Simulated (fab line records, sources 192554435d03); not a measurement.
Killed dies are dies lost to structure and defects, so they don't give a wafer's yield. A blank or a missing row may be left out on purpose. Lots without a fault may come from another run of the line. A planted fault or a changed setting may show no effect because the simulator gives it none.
A struck lot beside a sound one | flow n5_finfet | 14 steps out of a route of 1938
Sound: wafers L349.2, L349.3, L349.5. Struck: wafers L344.2, L344.5. The cause comes at the end.
At each step with rows: each side's tool, then ch and its chambers, then its first start. Under that, the readings that differ: sound wafers | struck wafers | difference of the means | sigmas: that difference in standard deviations of wafers without a fault.
alike: readings whose means differ by less than 2 such deviations, and words and numbers that are the same on both sides. not compared: withheld readings, readings that some wafer has no value for, bounds like >300 that may hide the same value, and numbers for which the record gives no deviation and whose values overlap.
The two part at a step that has a row with sigmas, a row that says differs or no value, or rows on one side only. Numbers that don't overlap but have no deviation are shown without sigmas and don't part them. A reading that every wafer of one side lacks parts them only if that side has two wafers or more.

first, 3 steps without rows for these wafers: N5_BEOL_M14_PRECLEAN_39 (cleans in residue remover, time 60 s); N5_BEOL_M14_SRD_40 (time 30 s, dry time 30 s); N5_BEOL_M14_DEGAS_41 (time 60 s).
N5_BEOL_M14_PRE_CLEAN_42: time 30 s.
  sound on pvd_sputter-01, day 16 22:01; struck on pvd_sputter-02, day 15 00:50
  alike: heater_power_w
then, 1 step without rows for these wafers: N5_BEOL_M14_SPUTTER_43 (material TaN, target thk 15 nm, time 24.19 s).
N5_BEOL_M14_SPUTTER_44: material Ta, target thk 15 nm, time 24.19 s.
  sound on pvd_sputter-01, day 16 22:08; struck on pvd_sputter-02, day 15 00:57
  alike: throttle_valve_pct
N5_BEOL_M14_SPUTTER_45: material Cu, target thk 100 nm, time 16.67 s.
  sound on pvd_sputter-01, day 16 22:13; struck on pvd_sputter-02, day 15 01:02
  alike: throttle_valve_pct
then, 1 step without rows for these wafers: N5_BEOL_M14_ECD_47 (material Cu, target thk 1248 nm).
N5_BEOL_M14_ANNEAL_48: time 90 s.
  sound on rtp_anneal-02 ch 0, day 16 23:03; struck on rtp_anneal-01 ch 0, day 15 01:23
  reading          | sound             | struck      | difference | sigmas
  wafer_temp_C_max | 226.0 226.5 226.5 | 225.4 225.7 | -0.8       | -2
N5_BEOL_M14_CMP_49: polishes, stops on SiO2, t overpolish 5.2 s, target thk 560 nm.
  sound on cmp-03 ch 0,1, day 16 23:19; struck on cmp-02 ch 1, day 15 01:40
  reading                | sound       | struck  | difference | sigmas
  time_to_endpoint_s (s) | 128 129 121 | 118 114 | -10        | -2
  alike: barrier_field_endpoint_s, edge_zone_pressure_frac, motor_current_A, overpolish_run_s
N5_BEOL_M14_THK_MEAS_50: measures by xrf.
  sound on film_metro-02, day 16 23:37; struck on film_metro-02, day 15 01:56
  alike: M14_THK
then, 1 step without rows for these wafers: N5_BEOL_M14_PRE_CLEAN_52 (time 15 s).
N5_BEOL_M14_DEP_53: deposits SiCN from 3MS/NH3, target thk 50 nm, time 17.8 s.
  sound on pecvd-03 ch 0,2, day 16 23:40; struck on pecvd-02 ch 0,2, day 15 01:59
  reading                                   | sound          | struck    | difference | sigmas
  model.SiCN_of_BEOL_M14_DEP_53.thk_nm (nm) | 49.6 49.8 50.8 | 37.6 38.4 | -12.1      |
  alike: showerhead_plenum_p_Torr, showerhead_vpp_V, throttle_valve_pct
N5_BEOL_M14_RS_MEAS_54: measures by four-point-probe.
  sound on film_metro-01, day 16 23:44; struck on film_metro-01, day 15 02:04
  alike: M14_RS

WHERE THEY PART
First at N5_BEOL_M14_ANNEAL_48; last, within this record, at N5_BEOL_M14_CMP_49. Later steps at which nothing parts them and some readings are alike: N5_BEOL_M14_THK_MEAS_50, N5_BEOL_M14_DEP_53, N5_BEOL_M14_RS_MEAS_54.

WHY: what the simulator had put in
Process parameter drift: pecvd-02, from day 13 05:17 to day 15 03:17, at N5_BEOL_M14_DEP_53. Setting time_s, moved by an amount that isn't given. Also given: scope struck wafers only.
